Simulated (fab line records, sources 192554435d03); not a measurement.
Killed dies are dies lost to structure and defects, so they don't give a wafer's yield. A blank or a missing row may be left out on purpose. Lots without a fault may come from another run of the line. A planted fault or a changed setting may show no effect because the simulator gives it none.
Which tool did it? | flow n5_finfet | 24 lots, 72 wafers sampled, at 6 steps of a route of 1938

WHAT THE GAUGES READ, wafer by wafer
N5_BEOL_M11_OVL_MEAS_29.
lot  | measured     | on         | V10_OVL (nm)
L075 | day 10 17:55 | overlay-01 | 0.1 0.6 0.6
L074 | day 10 19:57 | overlay-02 | 1.5 1.0 1.3
L077 | day 11 01:01 | overlay-02 | 0.8 0.8 1.4
L078 | day 11 05:55 | overlay-02 | -0.5 0.8 0.5
L079 | day 11 09:19 | overlay-02 | 1.6 0.4 1.8
L076 | day 11 15:05 | overlay-01 | -0.8 -0.6 -0.5
L081 | day 11 17:27 | overlay-01 | 0.0 0.6 -0.8
L080 | day 11 19:29 | overlay-01 | 0.1 -0.8 -0.4
L082 | day 12 07:14 | overlay-02 | -1.6 -1.0 -1.8
L083 | day 12 13:23 | overlay-01 | 0.3 0.4 0.3
L084 | day 12 21:50 | overlay-02 | -0.1 0.1 -0.4
L085 | day 13 08:41 | overlay-02 | 0.7 0.3 -0.1
L087 | day 13 08:31 | overlay-02 | 1.4 2.1 0.9
L088 | day 13 16:25 | overlay-01 | 0.7 -0.1 -0.1
L086 | day 13 20:26 | overlay-02 | 2.3 0.5 1.0
L089 | day 14 03:41 | overlay-02 | 1.3 1.0 0.0
L090 | day 14 12:48 | overlay-01 | 0.1 2.0 1.1
L091 | day 14 12:58 | overlay-02 | 0.7 -0.2 0.2
L093 | day 14 21:32 | overlay-02 | 0.3 1.2 0.6
L092 | day 15 03:44 | overlay-01 | -0.1 -0.5 0.5
L095 | day 15 10:46 | overlay-02 | 0.5 1.1 0.0
L094 | day 15 12:01 | overlay-02 | 0.2 0.2 -0.4
L096 | day 15 18:33 | overlay-01 | 0.3 0.5 0.7
L097 | day 16 02:28 | overlay-02 | 0.0 0.6 0.6

N5_BEOL_M11_CD_MEAS_35: target cd 70 nm.
lot  | measured     | on        | cd_nm (nm)
L075 | day 10 18:38 | cd_sem-01 | 68.9 69.3 70.1
L074 | day 10 20:40 | cd_sem-03 | 70.4 69.7 71.1
L077 | day 11 01:44 | cd_sem-03 | 69.3 69.3 68.7
L078 | day 11 06:37 | cd_sem-03 | 69.4 68.6 68.3
L079 | day 11 10:02 | cd_sem-03 | 69.5 70.5 70.1
L076 | day 11 15:55 | cd_sem-02 | 70.0 70.6 69.9
L081 | day 11 18:10 | cd_sem-03 | 69.6 69.7 69.4
L080 | day 11 20:13 | cd_sem-02 | 68.7 70.3 69.2
L082 | day 12 07:59 | cd_sem-01 | 69.0 70.7 69.4
L083 | day 12 14:19 | cd_sem-03 | 70.7 70.1 70.2
L084 | day 12 22:34 | cd_sem-03 | 68.9 69.5 69.5
L085 | day 13 09:23 | cd_sem-02 | 69.9 69.9 70.8
L087 | day 13 09:19 | cd_sem-03 | 69.7 69.6 69.2
L088 | day 13 17:07 | cd_sem-01 | 69.0 69.6 68.9
L086 | day 13 22:24 | cd_sem-01 | 70.6 69.0 69.0
L089 | day 14 04:29 | cd_sem-03 | 68.7 69.6 69.5
L090 | day 14 13:34 | cd_sem-03 | 69.7 69.4 69.2
L091 | day 14 13:59 | cd_sem-03 | 69.7 71.4 69.5
L093 | day 14 22:37 | cd_sem-03 | 69.2 69.0 69.2
L092 | day 15 04:26 | cd_sem-01 | 69.5 68.2 69.5
L095 | day 15 11:29 | cd_sem-03 | 70.1 70.1 70.1
L094 | day 15 12:44 | cd_sem-01 | 69.5 70.0 68.5
L096 | day 15 19:16 | cd_sem-03 | 68.9 70.0 68.6
L097 | day 16 03:47 | cd_sem-03 | 70.7 69.8 69.8

WHICH TOOL RAN EACH LOT (tool, then ch and the chambers of the sampled wafers, then the start)
lot  | N5_BEOL_M10_PRE_CLEAN_45     | N5_BEOL_M10_SPUTTER_48       | N5_BEOL_M11_DESCUM_33              | N5_BEOL_M11_ETCH_66
L075 | pvd_sputter-03, day 10 12:51 | pvd_sputter-01, day 10 13:35 | rie_diel-06 ch 0,1,3, day 10 17:59 | rie_diel-06 ch 0,1,3, day 10 18:04
L074 | pvd_sputter-01, day 10 13:14 | pvd_sputter-02, day 10 14:17 | rie_diel-06 ch 1,3, day 10 20:01   | rie_diel-06 ch 1,3, day 10 20:05
L077 | pvd_sputter-03, day 10 19:13 | pvd_sputter-02, day 10 19:51 | rie_diel-06 ch 0,1,2, day 11 01:05 | rie_diel-06 ch 0,1,2, day 11 01:10
L078 | pvd_sputter-02, day 10 19:49 | pvd_sputter-03, day 10 22:07 | rie_diel-06 ch 0,2,3, day 11 05:58 | rie_diel-06 ch 0,2,3, day 11 06:03
L079 | pvd_sputter-01, day 11 02:43 | pvd_sputter-02, day 11 04:55 | rie_diel-02 ch 0,1,2, day 11 09:23 | rie_diel-02 ch 0,1,2, day 11 09:28
L076 | pvd_sputter-03, day 11 09:46 | pvd_sputter-03, day 11 10:20 | rie_diel-02 ch 0,1,2, day 11 15:17 | rie_diel-02 ch 0,1,2, day 11 15:22
L081 | pvd_sputter-03, day 11 10:43 | pvd_sputter-03, day 11 12:59 | rie_diel-06 ch 0,1,2, day 11 17:31 | rie_diel-06 ch 0,1,2, day 11 17:35
L080 | pvd_sputter-02, day 11 14:02 | pvd_sputter-01, day 11 15:05 | rie_diel-02 ch 0,2, day 11 19:32   | rie_diel-02 ch 0,2, day 11 19:37
L082 | pvd_sputter-02, day 11 22:16 | pvd_sputter-01, day 12 02:30 | rie_diel-02 ch 0,1,2, day 12 07:20 | rie_diel-02 ch 0,1,2, day 12 07:25
L083 | pvd_sputter-02, day 12 05:55 | pvd_sputter-02, day 12 06:42 | rie_diel-06 ch 2,3, day 12 13:40   | rie_diel-06 ch 2,3, day 12 13:45
L084 | pvd_sputter-02, day 12 16:07 | pvd_sputter-02, day 12 16:47 | rie_diel-04 ch 1,2,3, day 12 21:55 | rie_diel-04 ch 1,2,3, day 12 22:00
L085 | pvd_sputter-02, day 12 23:44 | pvd_sputter-02, day 13 00:22 | rie_diel-02 ch 0,3, day 13 08:44   | rie_diel-02 ch 0,3, day 13 08:49
L087 | pvd_sputter-03, day 13 00:56 | pvd_sputter-01, day 13 01:32 | rie_diel-06 ch 2,3, day 13 08:34   | rie_diel-06 ch 2,3, day 13 08:39
L088 | pvd_sputter-01, day 13 09:43 | pvd_sputter-03, day 13 10:16 | rie_diel-04 ch 0,2, day 13 16:29   | rie_diel-04 ch 0,2, day 13 16:34
L086 | pvd_sputter-03, day 13 13:34 | pvd_sputter-03, day 13 14:25 | rie_diel-02 ch 0,1,2, day 13 21:40 | rie_diel-02 ch 0,1,2, day 13 21:44
L089 | pvd_sputter-02, day 13 22:08 | pvd_sputter-02, day 13 22:43 | rie_diel-04 ch 0,3, day 14 03:45   | rie_diel-04 ch 0,3, day 14 03:50
L090 | pvd_sputter-01, day 14 05:00 | pvd_sputter-01, day 14 05:42 | rie_diel-06 ch 0,1,2, day 14 12:55 | rie_diel-06 ch 0,1,2, day 14 13:00
L091 | pvd_sputter-01, day 14 05:37 | pvd_sputter-01, day 14 06:20 | rie_diel-04 ch 0,2, day 14 13:20   | rie_diel-04 ch 0,2, day 14 13:25
L093 | pvd_sputter-01, day 14 13:52 | pvd_sputter-03, day 14 15:28 | rie_diel-06 ch 0,1,2, day 14 21:59 | rie_diel-06 ch 0,1,2, day 14 22:04
L092 | pvd_sputter-03, day 14 22:40 | pvd_sputter-03, day 14 23:25 | rie_diel-04 ch 0,2,3, day 15 03:48 | rie_diel-04 ch 0,2,3, day 15 03:53
L095 | pvd_sputter-03, day 15 04:54 | pvd_sputter-03, day 15 05:50 | rie_diel-06 ch 1,2,3, day 15 10:50 | rie_diel-06 ch 1,2,3, day 15 10:55
L094 | pvd_sputter-03, day 15 05:35 | pvd_sputter-01, day 15 08:34 | rie_diel-06 ch 0,3, day 15 12:05   | rie_diel-06 ch 0,3, day 15 12:10
L096 | pvd_sputter-02, day 15 12:43 | pvd_sputter-03, day 15 13:28 | rie_diel-06 ch 0,2,3, day 15 18:37 | rie_diel-06 ch 0,2,3, day 15 18:41
L097 | pvd_sputter-02, day 15 16:53 | pvd_sputter-02, day 15 18:51 | rie_diel-04 ch 1,3, day 16 02:54   | rie_diel-04 ch 1,3, day 16 03:02
- N5_BEOL_M10_PRE_CLEAN_45: time 30 s.
- N5_BEOL_M10_SPUTTER_48: material Cu, target thk 12 nm, time 2 s.
- N5_BEOL_M11_DESCUM_33: chemistry O2, time 7.9 s.
- N5_BEOL_M11_ETCH_66: etches SOC in N2/H2, target depth 120 nm, overetch 24 nm, time 180 s.

WHAT THE TOOLS THEMSELVES READ (means of the sampled wafers that have a number; where no wafer has one, the mark that the record gives instead)
N5_BEOL_M10_PRE_CLEAN_45.
lot  | tool           | heater_power_w (W)
L075 | pvd_sputter-03 | 348
L074 | pvd_sputter-01 | 303
L077 | pvd_sputter-03 | 342
L078 | pvd_sputter-02 | 375
L079 | pvd_sputter-01 | 335
L076 | pvd_sputter-03 | 345
L081 | pvd_sputter-03 | 347
L080 | pvd_sputter-02 | 375
L082 | pvd_sputter-02 | 365
L083 | pvd_sputter-02 | 359
L084 | pvd_sputter-02 | 366
L085 | pvd_sputter-02 | 348
L087 | pvd_sputter-03 | 349
L088 | pvd_sputter-01 | 348
L086 | pvd_sputter-03 | 355
L089 | pvd_sputter-02 | 372
L090 | pvd_sputter-01 | 366
L091 | pvd_sputter-01 | 347
L093 | pvd_sputter-01 | 351
L092 | pvd_sputter-03 | 350
L095 | pvd_sputter-03 | 362
L094 | pvd_sputter-03 | 345
L096 | pvd_sputter-02 | 360
L097 | pvd_sputter-02 | 362

N5_BEOL_M10_SPUTTER_48.
lot  | tool           | throttle_valve_pct (%)
L075 | pvd_sputter-01 | 29.2
L074 | pvd_sputter-02 | 30.6
L077 | pvd_sputter-02 | 31.5
L078 | pvd_sputter-03 | 30.2
L079 | pvd_sputter-02 | 28.5
L076 | pvd_sputter-03 | 30.1
L081 | pvd_sputter-03 | 30.8
L080 | pvd_sputter-01 | 29.0
L082 | pvd_sputter-01 | 28.8
L083 | pvd_sputter-02 | 31.4
L084 | pvd_sputter-02 | 28.6
L085 | pvd_sputter-02 | 29.0
L087 | pvd_sputter-01 | 29.3
L088 | pvd_sputter-03 | 31.2
L086 | pvd_sputter-03 | 30.2
L089 | pvd_sputter-02 | 30.0
L090 | pvd_sputter-01 | 29.4
L091 | pvd_sputter-01 | 29.7
L093 | pvd_sputter-03 | 30.2
L092 | pvd_sputter-03 | 30.7
L095 | pvd_sputter-03 | 30.8
L094 | pvd_sputter-01 | 30.1
L096 | pvd_sputter-03 | 30.2
L097 | pvd_sputter-02 | 30.8

N5_BEOL_M11_DESCUM_33.
lot  | tool        | drypump_motor_current_A (A) | oes_product_au (a.u.) | rf_vpp_V (V) | showerhead_plenum_p_Torr (Torr) | throttle_valve_pct (%)
L075 | rie_diel-06 | 5.8                         | 0.76                  | 243.6        | 2.07                            | 20.40
L074 | rie_diel-06 | 5.8                         | 0.77                  | 243.8        | 2.12                            | 20.28
L077 | rie_diel-06 | 5.9                         | 0.79                  | 243.2        | 2.09                            | 20.41
L078 | rie_diel-06 | 5.7                         | 0.74                  | 244.3        | 2.13                            | 20.52
L079 | rie_diel-02 | 5.7                         | 0.79                  | 244.0        | 2.16                            | 20.69
L076 | rie_diel-02 | 5.7                         | 0.79                  | 244.7        | 2.15                            | 20.70
L081 | rie_diel-06 | 5.9                         | 0.78                  | 242.3        | 2.09                            | 20.42
L080 | rie_diel-02 | 5.6                         | 0.74                  | 243.0        | 2.13                            | 20.87
L082 | rie_diel-02 | 5.7                         | 0.79                  | 243.9        | 2.15                            | 20.70
L083 | rie_diel-06 | 5.7                         | 0.75                  | 244.0        | 2.19                            | 20.42
L084 | rie_diel-04 | 5.6                         | 0.77                  | 242.6        | 2.06                            | 20.49
L085 | rie_diel-02 | 5.3                         | 0.75                  | 245.0        | 2.20                            | 20.60
L087 | rie_diel-06 | 5.7                         | 0.74                  | 243.9        | 2.18                            | 20.42
L088 | rie_diel-04 | 5.4                         | 0.81                  | 242.9        | 2.02                            | 20.43
L086 | rie_diel-02 | 5.7                         | 0.77                  | 244.0        | 2.15                            | 20.72
L089 | rie_diel-04 | 5.8                         | 0.85                  | 242.9        | 2.07                            | 20.35
L090 | rie_diel-06 | 5.9                         | 0.76                  | 242.8        | 2.08                            | 20.43
L091 | rie_diel-04 | 5.5                         | 0.80                  | 243.0        | 2.02                            | 20.43
L093 | rie_diel-06 | 5.9                         | 0.76                  | 242.5        | 2.08                            | 20.44
L092 | rie_diel-04 | 5.7                         | 0.81                  | 242.8        | 2.06                            | 20.46
L095 | rie_diel-06 | 5.9                         | 0.76                  | 244.0        | 2.13                            | 20.34
L094 | rie_diel-06 | 5.6                         | 0.71                  | 242.4        | 2.11                            | 20.55
L096 | rie_diel-06 | 5.7                         | 0.72                  | 242.5        | 2.12                            | 20.56
L097 | rie_diel-04 | 5.7                         | 0.90                  | 242.7        | 2.07                            | 20.22

N5_BEOL_M11_ETCH_66.
lot  | tool        | drypump_motor_current_A (A) | h2_flow_sccm (sccm) | oes_product_au (a.u.) | rf_vpp_V (V) | showerhead_plenum_p_Torr (Torr) | throttle_valve_pct (%)
L075 | rie_diel-06 | 5.8                         | 200.1               | 0.63                  | 523.6        | 2.51                            | 17.75
L074 | rie_diel-06 | 5.8                         | 200.0               | 0.63                  | 524.4        | 2.58                            | 17.68
L077 | rie_diel-06 | 5.9                         | 200.0               | 0.64                  | 522.7        | 2.52                            | 17.67
L078 | rie_diel-06 | 5.7                         | 200.2               | 0.61                  | 525.0        | 2.56                            | 17.72
L079 | rie_diel-02 | 5.7                         | 200.0               | 0.64                  | 525.4        | 2.60                            | 17.99
L076 | rie_diel-02 | 5.8                         | 200.3               | 0.64                  | 524.8        | 2.60                            | 17.99
L081 | rie_diel-06 | 5.9                         | 200.1               | 0.64                  | 523.8        | 2.51                            | 17.67
L080 | rie_diel-02 | 5.6                         | 200.1               | 0.60                  | 524.5        | 2.58                            | 18.10
L082 | rie_diel-02 | 5.7                         | 200.1               | 0.63                  | 523.5        | 2.60                            | 18.00
L083 | rie_diel-06 | 5.7                         | 199.7               | 0.61                  | 526.4        | 2.64                            | 17.69
L084 | rie_diel-04 | 5.7                         | 200.3               | 0.62                  | 523.2        | 2.49                            | 17.89
L085 | rie_diel-02 | 5.4                         | 199.9               | 0.60                  | 528.0        | 2.64                            | 17.80
L087 | rie_diel-06 | 5.7                         | 200.5               | 0.61                  | 526.7        | 2.64                            | 17.71
L088 | rie_diel-04 | 5.4                         | 199.7               | 0.66                  | 522.0        | 2.45                            | 17.82
L086 | rie_diel-02 | 5.8                         | 199.6               | 0.63                  | 525.5        | 2.59                            | 18.03
L089 | rie_diel-04 | 5.8                         | 199.9               | 0.68                  | 523.1        | 2.51                            | 17.63
L090 | rie_diel-06 | 5.9                         | 199.9               | 0.62                  | 523.3        | 2.51                            | 17.70
L091 | rie_diel-04 | 5.4                         | 200.4               | 0.65                  | 521.6        | 2.45                            | 17.82
L093 | rie_diel-06 | 5.9                         | 200.3               | 0.61                  | 522.8        | 2.51                            | 17.71
L092 | rie_diel-04 | 5.6                         | 199.6               | 0.66                  | 522.8        | 2.49                            | 17.80
L095 | rie_diel-06 | 6.0                         | 199.7               | 0.62                  | 525.0        | 2.58                            | 17.66
L094 | rie_diel-06 | 5.6                         | 199.7               | 0.57                  | 524.4        | 2.55                            | 17.86
L096 | rie_diel-06 | 5.8                         | 200.2               | 0.59                  | 524.8        | 2.55                            | 17.78
L097 | rie_diel-04 | 5.7                         | 200.1               | 0.73                  | 523.8        | 2.50                            | 17.58

THE ANSWER, worked out from the rows above alone
Rule: what is usual is taken from the lots themselves. Put in order of their means at a reading, lots are off if they are a third of the lots or fewer, leave a main group of 4 or more, and stand apart from it by a gap of 3 or more times the standard deviation of the main group's means; of several such gaps the widest counts. A main group whose means are all the same, to the digits that the tables above print for the reading, isn't used. A lot without any number at a reading at which 4 lots or more have one is off too. The other lots that the step has rows for count as sound. The gauges are gone through in route order, then the tools' own readings, and for those a lot's mean is taken as printed above. The first step at which some lot is off is used, and at that step the reading that is off furthest; a lot without a number counts as furthest.
No lot is off at any reading shown: from this, nothing can be told.

WHAT THE SIMULATOR HAD PUT IN
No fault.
